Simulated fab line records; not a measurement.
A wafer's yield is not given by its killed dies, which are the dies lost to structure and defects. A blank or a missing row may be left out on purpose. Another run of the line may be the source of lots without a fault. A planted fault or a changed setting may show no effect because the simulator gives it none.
Matching of chambers    flow n5-finfet    N5_SD_EPI_N_ETCH_34 on rie-diel-05 has 4 sister chambers
The step etches SiARC in CF4, target depth 45.5 nm, time 75.8 s. 4 wafers are shown with their chamber, then 12 later ones without.

## WAFERS PAIRED WITH THEIR CHAMBERS
wafer   chamber  showerhead-plenum-p-Torr (Torr)
L084.4  1        2.22
L084.5  0        2.21
L086.5  3        2.26
L086.6  2        2.04

## WAFERS WITHOUT THEIR CHAMBER
wafer   showerhead-plenum-p-Torr (Torr)
L088.2  2.21
L088.4  2.20
L088.6  2.21
L093.1  2.04
L093.2  2.26
L093.5  2.04
L094.1  2.20
L094.2  2.04
L094.4  2.21
L096.2  2.04
L096.3  2.26
L096.6  2.04

## WHICH CHAMBER EACH WENT THROUGH
wafer    from the rows above   in truth
L088.2   0                     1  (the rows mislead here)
L088.4   0                     0
L088.6   0                     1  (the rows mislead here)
L093.1   2                     2
L093.2   3                     3
L093.5   2                     2
L094.1   0                     0
L094.2   2                     2
L094.4   0                     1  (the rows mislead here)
L096.2   2                     2
L096.3   3                     3
L096.6   2                     2
Correctly placed: 9 of 12. Not placeable from these rows: 0. Number placed wrongly: 3.
How it was worked out, from the rows above alone: a wafer's distance from a chamber is the root of the sum, over the readings, of the square of ((its reading less the chamber's mean) divided by the reading's scatter). If the next closest chamber is less than 2 further off than the closest, the wafer can't be placed; otherwise it belongs to the closest. The mean given for a chamber averages the wafers shown for that chamber. The scatter: root of mean squared gap, hidden wafer to nearest shown wafer, with one shown wafer a chamber.
